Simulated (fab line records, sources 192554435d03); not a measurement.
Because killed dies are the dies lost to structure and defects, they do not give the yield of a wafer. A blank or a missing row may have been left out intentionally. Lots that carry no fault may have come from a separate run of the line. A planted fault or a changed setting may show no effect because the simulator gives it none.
Which tool was responsible? ; flow n5Finfet ; Sampling: 9 lots, 27 wafers, 2 of 1938 route steps

== WHAT THE GAUGES READ, wafer by wafer ==
N5_BEOL_M2_CD_MEAS_18: pitch 36 nm, target cd 18 nm.
lot;measured;on;cdNm (nm)
L893;day 7 06:57;cdSem-02;18.2 17.7 17.2
L895;day 8 15:04;cdSem-01;17.7 18.0 18.2
L902;day 9 18:14;cdSem-02;18.2 17.9 17.7
L904;day 10 02:23;cdSem-03;18.4 18.1 18.3
L906;day 10 22:53;cdSem-02;18.2 17.7 18.1
L908;day 11 02:21;cdSem-01;17.9 18.1 18.1
L910;day 12 00:07;cdSem-03;18.4 18.7 18.3
L913;day 12 12:03;cdSem-03;18.1 17.8 18.1
L912;day 12 15:51;cdSem-01;18.5 18.1 18.3

== WHAT TOOL EACH LOT RAN ON (gives the tool, then ch and the chambers of the sampled wafers, and finally the start) ==
lot;N5_BEOL_M2_ETCH_64
L893;rieDiel-02 ch 2,3, day 7 06:36
L895;rieDiel-06 ch 2,3, day 8 14:43
L902;rieDiel-02 ch 0,1,2, day 9 17:53
L904;rieDiel-06 ch 1,2,3, day 10 02:02
L906;rieDiel-03 ch 0,1,2, day 10 22:32
L908;rieDiel-06 ch 0,1,2, day 11 02:00
L910;rieDiel-03 ch 0,1, day 11 23:45
L913;rieDiel-06 ch 1,2, day 12 11:42
L912;rieDiel-02 ch 0,1,3, day 12 15:29
- N5_BEOL_M2_ETCH_64: etches SOC in N2/H2, target depth 75 nm, overetch 22.5 nm, time 121.9 s.

== THE ANSWER, worked out from the rows above alone ==
Rule: what is usual is taken from the lots themselves. The widest of any qualifying gaps counts: lots, ordered by their means at a reading, are off when they make up no more than a third of the lots, leave a main group of 4 or more, and stand apart from it by 3 or more times the standard deviation of that group's means. A main group is skipped when, at the precision printed for the reading in the tables above, its means are all equal. Also off: a lot with no number at a reading for which 4 or more lots have one. All remaining lots with rows at the step are treated as sound.
No lot is off at any reading shown: from this, nothing can be told.

== WHAT THE SIMULATOR HAD INSERTED ==
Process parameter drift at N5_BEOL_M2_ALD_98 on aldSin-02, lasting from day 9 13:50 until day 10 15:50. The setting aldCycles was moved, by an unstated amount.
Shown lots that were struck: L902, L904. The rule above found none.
